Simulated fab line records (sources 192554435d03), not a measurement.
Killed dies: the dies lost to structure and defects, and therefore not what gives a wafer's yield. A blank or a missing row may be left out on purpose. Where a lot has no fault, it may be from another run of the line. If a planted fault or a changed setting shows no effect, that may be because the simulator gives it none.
Split-lot trial :: flow n5Finfet :: 7 lots, 39 wafers read, on a route of 1938 steps

## THE SPLIT
At N5_BEOL_M9_ILD_DEP_00 (deposits SiCOH lowk from DEMS/porogen, target thk 308.51 nm, time 58 s), the setting timeS was moved away from the recipe's 58 s on 12 of the 39 wafers read, by +40.6% to +59.0%. For the rest of the wafers, this setting stayed at what the recipe calls for.

## SPLIT TO READING: what lies between them in the file, 1 step
- N5_BEOL_M9_CURE_71: cures SiCOH lowk, time 240 s

## THE READING
At N5_BEOL_M9_THK_MEAS_01: M9_ILD_THK, given in nm. Typical for fault-free wafers on this fab line: 267 nm, with standard deviation 3.1 nm.

wafer: L074.1
tool, chamber at the split: pecvd-03, 0
timeS as run, s: 58
against the recipe: recipe
M9_ILD_THK, nm: 266
against lot-mates on the recipe: -

wafer: L074.2
tool, chamber at the split: pecvd-03, 2
timeS as run, s: 58
against the recipe: recipe
M9_ILD_THK, nm: 271
against lot-mates on the recipe: -

wafer: L074.3
tool, chamber at the split: pecvd-03, 1
timeS as run, s: 58
against the recipe: recipe
M9_ILD_THK, nm: 263
against lot-mates on the recipe: -

wafer: L074.4
tool, chamber at the split: pecvd-03, 2
timeS as run, s: 58
against the recipe: recipe
M9_ILD_THK, nm: 274
against lot-mates on the recipe: -

wafer: L074.5
tool, chamber at the split: pecvd-03, 0
timeS as run, s: 58
against the recipe: recipe
M9_ILD_THK, nm: 270
against lot-mates on the recipe: -

wafer: L074.6
tool, chamber at the split: pecvd-03, 1
timeS as run, s: 58
against the recipe: recipe
M9_ILD_THK, nm: 271
against lot-mates on the recipe: -

wafer: L077.2
tool, chamber at the split: pecvd-02, 0
timeS as run, s: 58
against the recipe: recipe
M9_ILD_THK, nm: 262
against lot-mates on the recipe: -

wafer: L077.4
tool, chamber at the split: pecvd-02, 1
timeS as run, s: 58
against the recipe: recipe
M9_ILD_THK, nm: 269
against lot-mates on the recipe: -

wafer: L077.5
tool, chamber at the split: pecvd-02, 2
timeS as run, s: 58
against the recipe: recipe
M9_ILD_THK, nm: 269
against lot-mates on the recipe: -

wafer: L079.1
tool, chamber at the split: pecvd-04, 1
timeS as run, s: 81.54
against the recipe: +40.6%
M9_ILD_THK, nm: 377
against lot-mates on the recipe: +111

wafer: L079.2
tool, chamber at the split: pecvd-04, 2
timeS as run, s: 58
against the recipe: recipe
M9_ILD_THK, nm: 264
against lot-mates on the recipe: -

wafer: L079.3
tool, chamber at the split: pecvd-04, 0
timeS as run, s: 81.54
against the recipe: +40.6%
M9_ILD_THK, nm: 373
against lot-mates on the recipe: +107

wafer: L079.4
tool, chamber at the split: pecvd-04, 2
timeS as run, s: 58
against the recipe: recipe
M9_ILD_THK, nm: 267
against lot-mates on the recipe: -

wafer: L079.5
tool, chamber at the split: pecvd-04, 0
timeS as run, s: 81.54
against the recipe: +40.6%
M9_ILD_THK, nm: 381
against lot-mates on the recipe: +115

wafer: L079.6
tool, chamber at the split: pecvd-04, 1
timeS as run, s: 58
against the recipe: recipe
M9_ILD_THK, nm: 268
against lot-mates on the recipe: -

wafer: L088.1
tool, chamber at the split: pecvd-03, 1
timeS as run, s: 90.89
against the recipe: +56.7%
M9_ILD_THK, nm: 419
against lot-mates on the recipe: +153

wafer: L088.2
tool, chamber at the split: pecvd-03, 2,0
timeS as run, s: 58
against the recipe: recipe
M9_ILD_THK, nm: 265
against lot-mates on the recipe: -

wafer: L088.3
tool, chamber at the split: pecvd-03, 2,0
timeS as run, s: 58
against the recipe: recipe
M9_ILD_THK, nm: 265
against lot-mates on the recipe: -

wafer: L088.4
tool, chamber at the split: pecvd-03, 1
timeS as run, s: 90.89
against the recipe: +56.7%
M9_ILD_THK, nm: 424
against lot-mates on the recipe: +158

wafer: L088.5
tool, chamber at the split: pecvd-03, 0
timeS as run, s: 58
against the recipe: recipe
M9_ILD_THK, nm: 268
against lot-mates on the recipe: -

wafer: L088.6
tool, chamber at the split: pecvd-03, 2
timeS as run, s: 90.89
against the recipe: +56.7%
M9_ILD_THK, nm: 427
against lot-mates on the recipe: +161

wafer: L091.1
tool, chamber at the split: pecvd-02, 1
timeS as run, s: 58
against the recipe: recipe
M9_ILD_THK, nm: 265
against lot-mates on the recipe: -

wafer: L091.2
tool, chamber at the split: pecvd-02, 2
timeS as run, s: 92.21
against the recipe: +59.0%
M9_ILD_THK, nm: 419
against lot-mates on the recipe: +153

wafer: L091.3
tool, chamber at the split: pecvd-02, 0
timeS as run, s: 58
against the recipe: recipe
M9_ILD_THK, nm: 264
against lot-mates on the recipe: -

wafer: L091.4
tool, chamber at the split: pecvd-02, 1
timeS as run, s: 92.21
against the recipe: +59.0%
M9_ILD_THK, nm: 430
against lot-mates on the recipe: +164

wafer: L091.5
tool, chamber at the split: pecvd-02, 2
timeS as run, s: 92.21
against the recipe: +59.0%
M9_ILD_THK, nm: 426
against lot-mates on the recipe: +160

wafer: L091.6
tool, chamber at the split: pecvd-02, 0
timeS as run, s: 58
against the recipe: recipe
M9_ILD_THK, nm: 268
against lot-mates on the recipe: -

wafer: L090.1
tool, chamber at the split: pecvd-04, 1
timeS as run, s: 58
against the recipe: recipe
M9_ILD_THK, nm: 264
against lot-mates on the recipe: -

wafer: L090.2
tool, chamber at the split: pecvd-04, 0
timeS as run, s: 58
against the recipe: recipe
M9_ILD_THK, nm: 265
against lot-mates on the recipe: -

wafer: L090.3
tool, chamber at the split: pecvd-04, 2
timeS as run, s: 58
against the recipe: recipe
M9_ILD_THK, nm: 264
against lot-mates on the recipe: -

wafer: L090.4
tool, chamber at the split: pecvd-04, 2
timeS as run, s: 58
against the recipe: recipe
M9_ILD_THK, nm: 269
against lot-mates on the recipe: -

wafer: L090.5
tool, chamber at the split: pecvd-04, 1
timeS as run, s: 58
against the recipe: recipe
M9_ILD_THK, nm: 271
against lot-mates on the recipe: -

wafer: L090.6
tool, chamber at the split: pecvd-04, 0
timeS as run, s: 58
against the recipe: recipe
M9_ILD_THK, nm: 269
against lot-mates on the recipe: -

wafer: L092.1
tool, chamber at the split: pecvd-02, 0
timeS as run, s: 58
against the recipe: recipe
M9_ILD_THK, nm: 265
against lot-mates on the recipe: -

wafer: L092.2
tool, chamber at the split: pecvd-02, 1
timeS as run, s: 58
against the recipe: recipe
M9_ILD_THK, nm: 268
against lot-mates on the recipe: -

wafer: L092.3
tool, chamber at the split: pecvd-02, 2
timeS as run, s: 84.84
against the recipe: +46.3%
M9_ILD_THK, nm: 386
against lot-mates on the recipe: +117

wafer: L092.4
tool, chamber at the split: pecvd-02, 1
timeS as run, s: 58
against the recipe: recipe
M9_ILD_THK, nm: 275
against lot-mates on the recipe: -

wafer: L092.5
tool, chamber at the split: pecvd-02, 0
timeS as run, s: 84.84
against the recipe: +46.3%
M9_ILD_THK, nm: 394
against lot-mates on the recipe: +125

wafer: L092.6
tool, chamber at the split: pecvd-02, 2
timeS as run, s: 84.84
against the recipe: +46.3%
M9_ILD_THK, nm: 391
against lot-mates on the recipe: +122
When a row names more than one chamber, that row covers several wafers, and the file does not tell which wafer ran in which chamber.

THE FIT
A straight line over all 39 wafers: M9_ILD_THK changes by +2.7 nm for each +1% of timeS; r = +1.00; the points scatter about the line by 3.6 nm.
The same after taking each lot's own level away (the mean of its wafers on the recipe; 39 wafers): +2.71 nm for each +1%; r = +1.00; scatter 3.7 nm.
Per that fit: largest timeS move, reading shift of 1.6e+02 nm.
The span of the lots' own levels, 265.7 to 269.3 nm, comes to 1.2 times the standard deviation stated above.
Consequently the slope shifts little with the lot-to-lot level, the two slopes agreeing.
Check: +161 nm against its lot-mates is what the line predicts for one of the wafers moved furthest among these (+59.0%) when that wafer is left out of the fit. Against them it came out at +153 nm.

## THE OTHER SPLITS THESE WAFERS WENT THROUGH
These wafers also went through other splits before the reading. Each is held against what the fit with the lots' levels taken away leaves over:
other split on the same wafers: N5_BEOL_M6_ILD_DEP_00 targetThkA
wafers away from the commonest value: 12
r with M9_ILD_THK (lot level and that fit taken away): -0.23

## THE WHOLE CHAIN: every reading that the file lists as answering this split, in the file's order
step: N5_BEOL_M9_ILD_DEP_00
what it does: deposits SiCOH lowk from DEMS/porogen, target thk 308.51 nm, time 58 s
reading: SiCOH_lowk_of_BEOL_M9_ILD_DEP_00.thkNm (the simulator's own value, which no gauge read)
change (the file's fit): +3.04 nm for each +1% of the setting
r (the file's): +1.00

step: N5_BEOL_M9_CURE_71
what it does: cures SiCOH lowk, time 240 s
reading: SiCOH_lowk_of_BEOL_M9_ILD_DEP_00.thkNm (the simulator's own value, which no gauge read)
change (the file's fit): +2.71 nm for each +1% of the setting
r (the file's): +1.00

step: N5_BEOL_M9_THK_MEAS_01
what it does: 
reading: M9_ILD_THK
change (the file's fit): +2.71 for each +1% of the setting
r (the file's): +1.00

## THE FILE'S OWN FIT
M9_ILD_THK changes by +2.71 nm for each +1% of timeS, r = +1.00.
